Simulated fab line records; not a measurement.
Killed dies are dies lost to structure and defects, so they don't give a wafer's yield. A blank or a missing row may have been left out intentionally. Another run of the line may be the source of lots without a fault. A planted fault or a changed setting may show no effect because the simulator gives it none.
fab line records	flow n5-finfet	part 2 of 2: steps 19 to 33 of 33
[record] lots = 5	wafers = 15	last-day = 19
route steps=1938 shown SD_EPI_P@299 SD_ACTIVATION@330
lots untouched by any fault: they come from a run of this same line in which no faults occurred
start-h: start of the lot's first displayed wafer, in hours after the record's first day	wait-h: hours since the lot's step before	" the same as in the row above	L1.1+2: one row covering several wafers at once	- value missing, or start not given	* or withheld: withheld	< > ~ a bound
route shown NAME@n: names a module that has steps shown in the file, with the first one's number in the route	usual: the fault-free wafers' mean and standard deviation	same: alike in all rows	chamber/n: place in a boat	sites: readings site by site	_std_site: standard deviation across them	_edge_site: inner sites' mean taken away from outer sites' mean	radius-mm: for every site, how far away it sits from the centre of the wafer	mask NAME#n: copy n	behind: tool/chamber where the wafer was last shaped	hold: what put the lot on hold/how long, in hours/how the hold closed	device: which transistor (n, p or np) failed to switch	end of line: the route-end tests of the same wafers	step lacking rows: just its recipe	killed: dies that structure and defects cost at the first sort, which is not the same as the wafer's yield	map: the dies of a wafer, with x for killed, . for not killed, _ for no die there
set.NAME: the setting that was run; set.NAME@STEP: the one run at that earlier step	model.NAME: the simulator's own value behind a step, which no gauge read
a table for each step, a row for each wafer; lots at some steps of the route
services: a tool's chamber out of use, with start hour (start-h, from the record's first day; less than 0 if before it), hours out, and reason
[[steps]]
[step N5_SD_EPI_P_PRECLEAN_52]
[recipe] chemistry = O3/DIW	time-s = 60	temp-c = 22	o3-ppm = 10
lot.wafer	tool	chamber	start-h	wait-h
L076.3+4+6	wet-bench-05	7,5,6	71.53	-
L078.2+4+5	wet-bench-02	0,4,7	80.61	-
L085.1+3+6	wet-bench-02	7,0,2	120.44	-
L091.1+5+6	wet-bench-05	1,0,6	156.38	-
L095.1+4+5	wet-bench-02	2,0,1	189.62	-
[step N5_SD_EPI_P_SRD_20]
[recipe] dry = ipa-marangoni	do-ppb = 5	time-s = 30	temp-c = 23	rinse-liquid = diw
lot.wafer	tool	chamber	start-h	wait-h
L076.3+4+6	wet-bench-05	7,5,6	71.55	0.0
L078.2+4+5	wet-bench-02	0,4,7	80.63	0.0
L085.1+3+6	wet-bench-02	7,0,2	120.46	0.0
L091.1+5+6	wet-bench-05	1,0,6	156.40	0.0
L095.1+4+5	wet-bench-02	2,0,1	189.64	0.0
[step N5_SD_EPI_P_PRECLEAN_51]
[recipe] chemistry = NF3:NH3	afs-cycles = 1	temp-c = 30	time-s = 20	sublimation-temp-c = 180	sublimation-time-s = 60	pressure-torr = 3	rf-power-w = 30
lot.wafer	tool	chamber	start-h	wait-h
L076.3+4+6	epi-rpcvd-01	0	71.66	0.1
L078.2+4+5	epi-rpcvd-02	0	80.74	0.1
L085.1+3+6	epi-rpcvd-02	0	120.51	0.0
L091.1+5+6	epi-rpcvd-01	0	156.45	0.0
L095.1+4+5	epi-rpcvd-02	0	189.69	0.0
[step N5_SD_EPI_P_VAPOR_ETCH_44]
[recipe] chemistry = NF3/Ar	target = SiGe30	temp-c = 25	time-s = 3.3	mode = isotropic
lot.wafer	tool	chamber	start-h	wait-h
L076.3+4+6	epi-rpcvd-01	0	71.84	0.1
L078.2+4+5	epi-rpcvd-02	0	81.06	0.3
L085.1+3+6	epi-rpcvd-02	0	120.69	0.1
L091.1+5+6	epi-rpcvd-01	0	156.63	0.1
L095.1+4+5	epi-rpcvd-02	0	189.87	0.1
[step N5_SD_EPI_P_EPI_21]
[recipe] material = SiGe:B	dopant = B	temp-c = 550	pressure-torr = 20	ambient = H2	time-s = 355
lot.wafer	tool	chamber	start-h	wait-h
L076.3+4+6	epi-rpcvd-01	0	72.68	0.8
L078.2+4+5	epi-rpcvd-02	0	81.96	0.9
L085.1+3+6	epi-rpcvd-02	0	120.87	0.1
L091.1+5+6	epi-rpcvd-01	0	156.81	0.1
L095.1+4+5	epi-rpcvd-02	0	190.05	0.1
[step N5_SD_EPI_P_EPI_MEAS_23]
[recipe] mode = xrd
[usual] thk-nm = 61.1/1.2
lot.wafer	tool	chamber	start-h	wait-h	thk-nm
L076.3	film-metro-01	-	74.16	1.1	60.4
L076.4	"	-	"	"	60.1
L076.6	"	-	"	"	62.4
L078.2	film-metro-01	-	85.20	2.6	60.4
L078.4	"	-	"	"	60.1
L078.5	"	-	"	"	62.2
L085.1	film-metro-02	-	123.07	1.8	62.3
L085.3	"	-	"	"	61.6
L085.6	"	-	"	"	61.4
L091.1	film-metro-02	-	159.00	1.8	63.0
L091.5	"	-	"	"	62.1
L091.6	"	-	"	"	63.5
L095.1	film-metro-02	-	192.24	1.8	59.0
L095.4	"	-	"	"	60.0
L095.5	"	-	"	"	62.8
[step N5_SD_EPI_P_HM_STRIP_48]
[recipe] chemistry = H3PO4	temp-c = 160	material = SiNx	target = SiNx	target-depth-a = 30	overetch-fraction = 0.3
lot.wafer	tool	chamber	start-h	wait-h
L076.3+4+6	wet-bench-05	5,2,6	74.19	0.0
L078.2+4+5	wet-bench-03	1,7,6	85.23	0.0
L085.1+3+6	wet-bench-03	1,2,4	123.10	0.0
L091.1+5+6	wet-bench-02	5,4,6	159.04	0.0
L095.1+4+5	wet-bench-02	7,0,4	192.28	0.0
[step N5_SD_EPI_P_SRD_49]
[recipe] dry = ipa-marangoni	time-s = 30	temp-c = 23	rinse-liquid = diw
lot.wafer	tool	chamber	start-h	wait-h
L076.3+4+6	wet-bench-05	5,2,6	74.24	0.0
L078.2+4+5	wet-bench-03	1,7,6	85.28	0.0
L085.1+3+6	wet-bench-03	1,2,4	123.15	0.0
L091.1+5+6	wet-bench-02	5,4,6	159.09	0.0
L095.1+4+5	wet-bench-02	7,0,4	192.33	0.0
[step N5_SD_EPI_P_PRECLEAN_24]
[recipe] chemistry = O3/DIW	time-s = 45	temp-c = 22	o3-ppm = 10
lot.wafer	tool	chamber	start-h	wait-h
L076.3+4+6	wet-bench-05	5,2,6	74.26	0.0
L078.2+4+5	wet-bench-03	1,7,6	85.30	0.0
L085.1+3+6	wet-bench-03	1,2,4	123.17	0.0
L091.1+5+6	wet-bench-02	5,4,6	159.11	0.0
L095.1+4+5	wet-bench-02	7,0,4	192.35	0.0
[step N5_SD_EPI_P_PRECLEAN_32]
[recipe] chemistry = dHF	time-s = 10	dilution = 500:1	temp-c = 25
lot.wafer	tool	chamber	start-h	wait-h
L076.3+4+6	wet-bench-05	5,2,6	74.28	0.0
L078.2+4+5	wet-bench-03	1,7,6	85.32	0.0
L085.1+3+6	wet-bench-03	1,2,4	123.19	0.0
L091.1+5+6	wet-bench-02	5,4,6	159.12	0.0
L095.1+4+5	wet-bench-02	7,0,4	192.36	0.0
[step N5_SD_EPI_P_PRECLEAN_33]
[recipe] chemistry = SC2	time-s = 45	temp-c = 35	mix = 1:1:50
lot.wafer	tool	chamber	start-h	wait-h
L076.3+4+6	wet-bench-05	5,2,6	74.28	0.0
L078.2+4+5	wet-bench-03	1,7,6	85.32	0.0
L085.1+3+6	wet-bench-03	1,2,4	123.19	0.0
L091.1+5+6	wet-bench-02	5,4,6	159.12	0.0
L095.1+4+5	wet-bench-02	7,0,4	192.36	0.0
[step N5_SD_EPI_P_SRD_25]
[recipe] time-s = 30	temp-c = 23	rinse-liquid = diw	dry = ipa-marangoni
lot.wafer	tool	chamber	start-h	wait-h
L076.3+4+6	wet-bench-05	5,2,6	74.29	0.0
L078.2+4+5	wet-bench-03	1,7,6	85.33	0.0
L085.1+3+6	wet-bench-03	1,2,4	123.20	0.0
L091.1+5+6	wet-bench-02	5,4,6	159.14	0.0
L095.1+4+5	wet-bench-02	7,0,4	192.38	0.0
[step N5_SD_EPI_P_INSPECT_26]
[recipe] inspect-instrument = darkfield	mode = post-epi
[usual] raw-defect-count = 185/47
lot.wafer	tool	chamber	start-h	wait-h	raw-defect-count
L076.3	defect-inspect-01	-	74.33	0.0	288
L076.4	"	-	"	"	383
L076.6	"	-	"	"	240
L078.2	defect-inspect-01	-	85.37	0.0	113
L078.4	"	-	"	"	146
L078.5	"	-	"	"	173
L085.1	defect-inspect-02	-	123.24	0.0	188
L085.3	"	-	"	"	235
L085.6	"	-	"	"	238
L091.1	defect-inspect-01	-	159.18	0.0	127
L091.5	"	-	"	"	148
L091.6	"	-	"	"	135
L095.1	defect-inspect-01	-	192.42	0.0	207
L095.4	"	-	"	"	220
L095.5	"	-	"	"	219
[step N5_SD_ACTIVATION_RTA_00]
[recipe] temp-c = 975	time-s = 0	ambient = N2	idle-temp-c = 600	ramp-up-c-per-s = 150	ramp-down-c-per-s = 60	cool-to-c = 600
[usual] lamp-power-pct = 8.96/0.051	wafer_temp_C_max = 974.9/2
lot.wafer	tool	chamber	start-h	wait-h	lamp-power-pct	wafer_temp_C_max
L076.3	rtp-anneal-02	0	74.52	0.2	8.98	975.3
L076.4	"	0	"	"	9.02	972.9
L076.6	"	0	"	"	8.94	977.5
L078.2	rtp-anneal-01	0	85.43	0.1	8.93	976.8
L078.4	"	0	"	"	8.91	974.1
L078.5	"	0	"	"	8.99	978.7
L085.1	rtp-anneal-01	0	123.47	0.2	8.92	978.2
L085.3	"	0	"	"	8.99	974.7
L085.6	"	0	"	"	8.97	977.6
L091.1	rtp-anneal-01	0	159.25	0.1	9.05	973.7
L091.5	"	0	"	"	8.93	978.7
L091.6	"	0	"	"	8.95	975.7
L095.1	rtp-anneal-01	0	192.44	0.0	8.94	976.6
L095.4	"	0	"	"	8.98	977.6
L095.5	"	0	"	"	8.98	974.6
[step N5_SD_ACTIVATION_LSA_01]
[recipe] temp-c = 1080	time-s = 0.0008	ambient = N2
[usual] wafer_temp_C_max = 1083.6/0.76
lot.wafer	tool	chamber	start-h	wait-h	wafer_temp_C_max
L076.3	laser-anneal-02	0	74.72	0.2	1082.7
L076.4	"	0	"	"	1082.0
L076.6	"	0	"	"	1082.0
L078.2	laser-anneal-02	0	85.63	0.2	1083.0
L078.4	"	0	"	"	1082.5
L078.5	"	0	"	"	1083.1
L085.1	laser-anneal-01	0	123.67	0.2	1084.1
L085.3	"	0	"	"	1083.5
L085.6	"	0	"	"	1083.4
L091.1	laser-anneal-01	0	159.63	0.3	1084.4
L091.5	"	0	"	"	1083.2
L091.6	"	0	"	"	1083.5
L095.1	laser-anneal-01	0	192.64	0.2	1084.0
L095.4	"	0	"	"	1082.6
L095.5	"	0	"	"	1082.9
[[services]]
tool	chamber	start-h	hours	kind
rie-diel-04	2	77.28	6.0	repair
arfi-scanner-01	-	78.91	1.0	pm
plasma-asher-01	-	82.60	2.8	pm
laser-anneal-02	-	82.85	1.3	pm
laser-anneal-02	-	94.67	18.5	pm
arfi-scanner-02	-	106.76	1.3	pm
plasma-asher-01	-	112.36	0.9	repair
wet-bench-02	-	116.69	1.9	pm
rtp-anneal-02	-	118.69	61.9	pm
arfi-scanner-01	-	119.02	0.8	pm
laser-anneal-02	-	121.58	96.3	pm
arfi-scanner-01	-	128.20	5.0	repair
rie-diel-04	3	133.61	22.5	repair
rie-diel-06	2	136.40	2.6	repair
plasma-asher-02	-	140.60	4.3	pm
arfi-scanner-02	-	141.80	0.8	pm
rie-si-04	3	145.41	3.3	repair
arfi-scanner-02	-	148.22	3.9	pm
arfi-scanner-01	-	155.11	2.6	repair
arfi-scanner-02	-	173.52	1.0	pm
rie-diel-06	-	177.84	0.6	repair
epi-rpcvd-02	-	180.44	2.8	pm
rtp-anneal-01	-	180.85	2.4	pm
rie-diel-04	0	185.19	4.0	repair
